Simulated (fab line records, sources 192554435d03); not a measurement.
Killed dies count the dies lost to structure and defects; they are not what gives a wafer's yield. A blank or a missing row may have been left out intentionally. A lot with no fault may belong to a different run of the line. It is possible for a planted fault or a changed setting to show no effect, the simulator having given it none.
Which tool did it? / flow n5_finfet / 6 lots (17 wafers sampled), 1 step of a 1938-step route

WHAT THE GAUGES SHOWED, per wafer
N5_FIN_SAQP_INSPECT_18: inspects for defects (brightfield).
lot=L255; measured=day 2 10:46; on=defect_inspect-02; raw_defect_count=326 482 835
lot=L258; measured=day 3 05:09; on=defect_inspect-01; raw_defect_count=441 639 499
lot=L264; measured=day 4 16:25; on=defect_inspect-02; raw_defect_count=423 621
lot=L270; measured=day 6 04:19; on=defect_inspect-02; raw_defect_count=492 344 475
lot=L272; measured=day 6 15:52; on=defect_inspect-01; raw_defect_count=637 377 449
lot=L276; measured=day 7 16:01; on=defect_inspect-02; raw_defect_count=321 326 524

WHAT TOOL EACH LOT RAN ON (gives the tool, then ch and the chambers of the sampled wafers, and finally the start)
The record holds no process step before these readings.

THE ANSWER, worked out from the rows above alone
Rule: the usual values come from the lots themselves. Put in order of their means at a reading, lots are off if they are a third of the lots or fewer, leave a main group of 4 or more, and stand apart from it by a gap of 3 or more times the standard deviation of the main group's means; of several such gaps the widest counts. Not used: any main group whose means are identical at the precision the tables above print for the reading. A lot without any number at a reading at which 4 lots or more have one is off too. All remaining lots with rows at the step are treated as sound.
None of the lots is off at any reading shown; this tells nothing.

WHAT THE SIMULATOR HAD PUT IN
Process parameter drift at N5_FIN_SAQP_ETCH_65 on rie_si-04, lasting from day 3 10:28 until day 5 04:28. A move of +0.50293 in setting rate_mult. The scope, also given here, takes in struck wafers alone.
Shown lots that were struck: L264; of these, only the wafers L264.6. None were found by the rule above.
